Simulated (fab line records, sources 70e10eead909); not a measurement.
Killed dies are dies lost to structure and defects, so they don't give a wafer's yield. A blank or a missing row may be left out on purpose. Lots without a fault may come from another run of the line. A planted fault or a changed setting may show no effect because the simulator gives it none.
Which tool did it? | flow nand_harc | 6 lots, 18 wafers sampled, at 3 steps of a route of 1302

WHAT THE GAUGES READ, wafer by wafer
NHARC_A_M1_OVL_MEAS_10: pitch 240 nm.
lot  | measured     | on         | overlay_x_nm (nm)
L615 | day 23 06:15 | overlay-01 | 1.0 1.2 1.3
L618 | day 24 16:19 | overlay-01 | -0.4 -0.3 -0.5
L627 | day 27 11:32 | overlay-01 | -0.8 -1.3 -0.9
L632 | day 30 03:55 | overlay-02 | -0.3 -0.4 -0.1
L631 | day 30 11:08 | overlay-01 | 0.7 1.0 -0.2
L635 | day 32 05:46 | overlay-02 | -0.5 -0.5 -1.3

WHICH TOOL RAN EACH LOT (tool, then ch and the chambers of the sampled wafers, then the start)
lot  | NHARC_A_M0_PVD_21                       | NHARC_A_M1_EXPOSE_06
L615 | pvd_sputter-02, day 23 06:02 or earlier | arfi_scanner-02 ch 0, day 23 06:02
L618 | pvd_sputter-03, day 24 16:05 or earlier | arfi_scanner-02 ch 0, day 24 16:05
L627 | pvd_sputter-02, day 27 11:19 or earlier | arfi_scanner-03 ch 0, day 27 11:19
L632 | pvd_sputter-02, day 30 03:40 or earlier | arfi_scanner-02 ch 0, day 30 03:40
L631 | pvd_sputter-01, day 30 10:55 or earlier | arfi_scanner-01 ch 0, day 30 10:55
L635 | pvd_sputter-02, day 32 05:32 or earlier | arfi_scanner-02 ch 0, day 32 05:32
- NHARC_A_M0_PVD_21: deposits Cu, target thk 30 nm, time 20.49 s.
- NHARC_A_M1_EXPOSE_06: exposes mask A M1, target cd 120 nm.

THE ANSWER, worked out from the rows above alone
Rule: what is usual is taken from the lots themselves. Put in order of their means at a reading, lots are off if they are a third of the lots or fewer, leave a main group of 4 or more, and stand apart from it by a gap of 3 or more times the standard deviation of the main group's means; of several such gaps the widest counts. A main group whose means are all the same, to the digits that the tables above print for the reading, isn't used. A lot without any number at a reading at which 4 lots or more have one is off too. The other lots that the step has rows for count as sound.
No lot is off at any reading shown: from this, nothing can be told.

WHAT THE SIMULATOR HAD PUT IN
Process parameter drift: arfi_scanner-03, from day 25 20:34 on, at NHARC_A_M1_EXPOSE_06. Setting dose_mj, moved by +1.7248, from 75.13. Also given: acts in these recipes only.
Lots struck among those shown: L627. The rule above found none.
